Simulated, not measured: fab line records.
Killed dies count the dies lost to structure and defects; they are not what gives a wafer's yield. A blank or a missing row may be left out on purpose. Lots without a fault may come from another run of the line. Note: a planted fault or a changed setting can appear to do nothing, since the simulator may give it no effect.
Lot-split experiment + flow n5_finfet + 7 lots, 21 wafers read, on a route of 1938 steps

== SPLIT DETAILS ==
At N5_BEOL_M14_SPUTTER_44 (material Ta, target thk 15 nm, time 24.19 s), the setting power_w was moved away from the recipe's 15000 W on 7 of the 21 wafers read, by -14.6% to +17.9%. All remaining wafers had this setting at the recipe value.

Reading taken at the split's own step.

== THE READING ==
Ta_of_BEOL_M14_SPUTTER_44.thk_nm (the simulator's own value, which no gauge read), in nm, at N5_BEOL_M14_SPUTTER_44 (material Ta, target thk 15 nm, time 24.19 s). No usual value for it is given in the file. Here, 14 wafers ran the recipe; their average is 15.1 nm with a standard deviation of 0.22 nm.

| wafer  | tool, chamber at the split | power_w as run, W | against the recipe | Ta_of_BEOL_M14_SPUTTER_44.thk_nm, nm | against lot-mates on the recipe |
|--------|----------------------------|-------------------|--------------------|--------------------------------------|---------------------------------|
| L074.1 | pvd_sputter-02, -          | 12960             | -13.6%             | 12.8                                 | -2.0                            |
| L074.4 | pvd_sputter-02, -          | 12960             | -13.6%             | 13                                   | -1.8                            |
| L074.5 | pvd_sputter-02, -          | 15000             | recipe             | 14.8                                 | -                               |
| L080.3 | pvd_sputter-01, -          | 15000             | recipe             | 15.2                                 | -                               |
| L080.5 | pvd_sputter-01, -          | 15000             | recipe             | 15.2                                 | -                               |
| L080.6 | pvd_sputter-01, -          | 15000             | recipe             | 15.4                                 | -                               |
| L083.1 | pvd_sputter-03, -          | 15000             | recipe             | 14.8                                 | -                               |
| L083.2 | pvd_sputter-03, -          | 17680             | +17.9%             | 17.8                                 | +2.7                            |
| L083.6 | pvd_sputter-03, -          | 15000             | recipe             | 15.4                                 | -                               |
| L081.1 | pvd_sputter-03, -          | 17260             | +15.1%             | 17.2                                 | +1.8                            |
| L081.5 | pvd_sputter-03, -          | 17260             | +15.1%             | 17.2                                 | +1.8                            |
| L081.2 | pvd_sputter-03, -          | 15000             | recipe             | 15.4                                 | -                               |
| L084.3 | pvd_sputter-01, -          | 15000             | recipe             | 15.2                                 | -                               |
| L084.5 | pvd_sputter-01, -          | 15000             | recipe             | 15.2                                 | -                               |
| L084.4 | pvd_sputter-01, -          | 12980             | -13.5%             | 13.2                                 | -2.0                            |
| L090.3 | pvd_sputter-02, -          | 15000             | recipe             | 15                                   | -                               |
| L090.5 | pvd_sputter-02, -          | 15000             | recipe             | 15                                   | -                               |
| L090.4 | pvd_sputter-02, -          | 12810             | -14.6%             | 12.8                                 | -2.2                            |
| L097.1 | pvd_sputter-02, -          | 15000             | recipe             | 14.8                                 | -                               |
| L097.6 | pvd_sputter-02, -          | 15000             | recipe             | 14.8                                 | -                               |
| L097.4 | pvd_sputter-02, -          | 15000             | recipe             | 15                                   | -                               |

THE FIT
A straight line over all 21 wafers: Ta_of_BEOL_M14_SPUTTER_44.thk_nm changes by +0.15 nm for each +1% of power_w; r = +0.99; the points scatter about the line by 0.21 nm.
The same after taking each lot's own level away (the mean of its wafers on the recipe; 21 wafers): +0.139 nm for each +1%; r = +0.99; scatter 0.16 nm.
Per that fit: largest power_w move, reading shift of 2.5 nm.
The span of the lots' own levels, 14.80 to 15.40 nm, comes to 2.7 times the standard deviation stated above.
So the lot-to-lot level changes the slope little: the two slopes agree.
Check: with one of the wafers moved furthest among these (+17.9%) left out of the fit, the line predicts +2.35 nm for it against its lot-mates. It came out at +2.7 nm against them.

== FURTHER SPLITS ON THESE WAFERS ==
Before the reading, these wafers also passed through other splits. Each is held against what the fit with the lots' levels taken away leaves over:
| other split on the same wafers | wafers away from the commonest value | r with Ta_of_BEOL_M14_SPUTTER_44.thk_nm (lot level and that fit taken away) |
|--------------------------------|--------------------------------------|-----------------------------------------------------------------------------|
| N5_BEOL_M11_EXPOSE_08 dose_mj  | 6                                    | +0.05                                                                       |
| N5_BEOL_M12_DEP_53 time_s      | 3                                    | -0.07                                                                       |
| N5_BEOL_M14_ILD_DEP_00 time_s  | 5                                    | +0.27                                                                       |

== FILE'S OWN FIT ==
Ta_of_BEOL_M14_SPUTTER_44.thk_nm changes by +0.142 nm for each +1% of power_w, r = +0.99.
